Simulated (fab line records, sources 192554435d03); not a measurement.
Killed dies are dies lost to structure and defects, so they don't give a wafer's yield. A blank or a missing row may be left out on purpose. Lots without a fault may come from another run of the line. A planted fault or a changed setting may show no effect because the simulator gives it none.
Split-lot experiment | flow n5_finfet | 7 lots, 39 wafers read, on a route of 1938 steps

THE SPLIT
At N5_BEOL_M3_VIA_ETCH_34 (etches the open film in C4F6/O2, target depth 69.4 nm, time 65.9 s), the setting time_s was moved away from the recipe's 65.9 s on 18 of the 39 wafers read, by -59.8% to +34.5%. The other wafers ran this setting at the recipe's value.

The reading is taken at the split's own step.

THE READING
SOC_of_BEOL_M3_COAT_67.thk_nm (the simulator's own value, which no gauge read), in nm, at N5_BEOL_M3_VIA_ETCH_34 (etches the open film in C4F6/O2, target depth 69.4 nm, time 65.9 s). The file gives no usual value for it. The 21 wafers here that ran the recipe average 52.0 nm, standard deviation 0.27 nm.

wafer  | tool, chamber at the split | time_s as run, s | against the recipe | SOC_of_BEOL_M3_COAT_67.thk_nm, nm | against lot-mates on the recipe
L074.1 | rie_diel-03, 3             | 65.9             | recipe             | 51.8                              | -
L074.2 | rie_diel-03, 2             | 65.9             | recipe             | 52.2                              | -
L074.6 | rie_diel-03, 0             | 65.9             | recipe             | 52.2                              | -
L075.1 | rie_diel-02, 1             | 42.43            | -35.6%             | 55                                | +3.1
L075.2 | rie_diel-02, 0             | 65.9             | recipe             | 52.2                              | -
L075.3 | rie_diel-02, 2             | 65.9             | recipe             | 51.8                              | -
L075.4 | rie_diel-02, 3             | 65.9             | recipe             | 51.6                              | -
L075.5 | rie_diel-02, 2             | 42.43            | -35.6%             | 54.6                              | +2.7
L075.6 | rie_diel-02, 1             | 42.43            | -35.6%             | 55                                | +3.1
L076.1 | rie_diel-02, 0             | 37.8             | -42.6%             | 56                                | +3.7
L076.2 | rie_diel-02, 1             | 65.9             | recipe             | 52.6                              | -
L076.3 | rie_diel-02, 2             | 37.8             | -42.6%             | 55.8                              | +3.5
L076.4 | rie_diel-02, 3             | 65.9             | recipe             | 52                                | -
L076.5 | rie_diel-02, 3             | 37.8             | -42.6%             | 55.8                              | +3.5
L076.6 | rie_diel-02, 0             | 65.9             | recipe             | 52.4                              | -
L080.1 | rie_diel-02, 0             | 38.88            | -41.0%             | 55.6                              | +3.5
L080.2 | rie_diel-02, 2             | 65.9             | recipe             | 52                                | -
L080.3 | rie_diel-02, 3             | 38.88            | -41.0%             | 55.6                              | +3.5
L080.4 | rie_diel-02, 2             | 38.88            | -41.0%             | 55.8                              | +3.7
L080.5 | rie_diel-02, 0             | 65.9             | recipe             | 52.4                              | -
L080.6 | rie_diel-02, 3             | 65.9             | recipe             | 51.8                              | -
L085.1 | rie_diel-02, 0             | 88.63            | +34.5%             | 49                                | -2.7
L085.2 | rie_diel-02, 2             | 65.9             | recipe             | 51.8                              | -
L085.3 | rie_diel-02, 3             | 88.63            | +34.5%             | 48.8                              | -2.9
L085.4 | rie_diel-02, 0             | 88.63            | +34.5%             | 49.2                              | -2.5
L085.5 | rie_diel-02, 3             | 65.9             | recipe             | 51.6                              | -
L085.6 | rie_diel-02, 2             | 65.9             | recipe             | 51.8                              | -
L093.1 | rie_diel-02, 0             | 26.51            | -59.8%             | 57                                | +5.1
L093.2 | rie_diel-02, 3             | 65.9             | recipe             | 51.8                              | -
L093.3 | rie_diel-02, 2             | 26.51            | -59.8%             | 57                                | +5.1
L093.4 | rie_diel-02, 1             | 65.9             | recipe             | 52                                | -
L093.5 | rie_diel-02, 0             | 26.51            | -59.8%             | 57                                | +5.1
L093.6 | rie_diel-02, 3             | 65.9             | recipe             | 51.8                              | -
L095.1 | rie_diel-02, 0             | 65.9             | recipe             | 52.2                              | -
L095.2 | rie_diel-02, 1             | 48.01            | -27.1%             | 54.4                              | +2.3
L095.3 | rie_diel-02, 2             | 65.9             | recipe             | 52.2                              | -
L095.4 | rie_diel-02, 1             | 48.01            | -27.1%             | 54.2                              | +2.1
L095.5 | rie_diel-02, 0             | 65.9             | recipe             | 52                                | -
L095.6 | rie_diel-02, 2             | 48.01            | -27.1%             | 54.2                              | +2.1

THE FIT
A straight line over all 39 wafers: SOC_of_BEOL_M3_COAT_67.thk_nm changes by -0.0858 nm for each +1% of time_s; r = -0.99; the points scatter about the line by 0.24 nm.
The same after taking each lot's own level away (the mean of its wafers on the recipe; 39 wafers): -0.0838 nm for each +1%; r = -1.00; scatter 0.18 nm.
On that fit, the largest move of time_s shifts the reading by 5 nm.
The lots' own levels span 51.73 to 52.33 nm, that is 2.3 times the standard deviation above.
So the lot-to-lot level changes the slope little: the two slopes agree.
Check: with one of the wafers moved furthest among these (-59.8%) left out of the fit, the line predicts +5.02 nm for it against its lot-mates. It came out at +5.13 nm against them.

THE WHOLE CHAIN: every reading that the file lists as answering this split, in the file's order
step                   | what it does                                                       | reading                                                                        | change (the file's fit)                | r (the file's)
N5_BEOL_M3_VIA_ETCH_34 | etches the open film in C4F6/O2, target depth 69.4 nm, time 65.9 s | etch.depth_nm (the simulator's own value, which no gauge read)                 | +0.694 nm for each +1% of the setting  | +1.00
N5_BEOL_M3_VIA_ETCH_34 | etches the open film in C4F6/O2, target depth 69.4 nm, time 65.9 s | SOC_of_BEOL_M3_COAT_67.thk_nm (the simulator's own value, which no gauge read) | -0.0842 nm for each +1% of the setting | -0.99

THE FILE'S OWN FIT
SOC_of_BEOL_M3_COAT_67.thk_nm changes by -0.0842 nm for each +1% of time_s, r = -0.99.
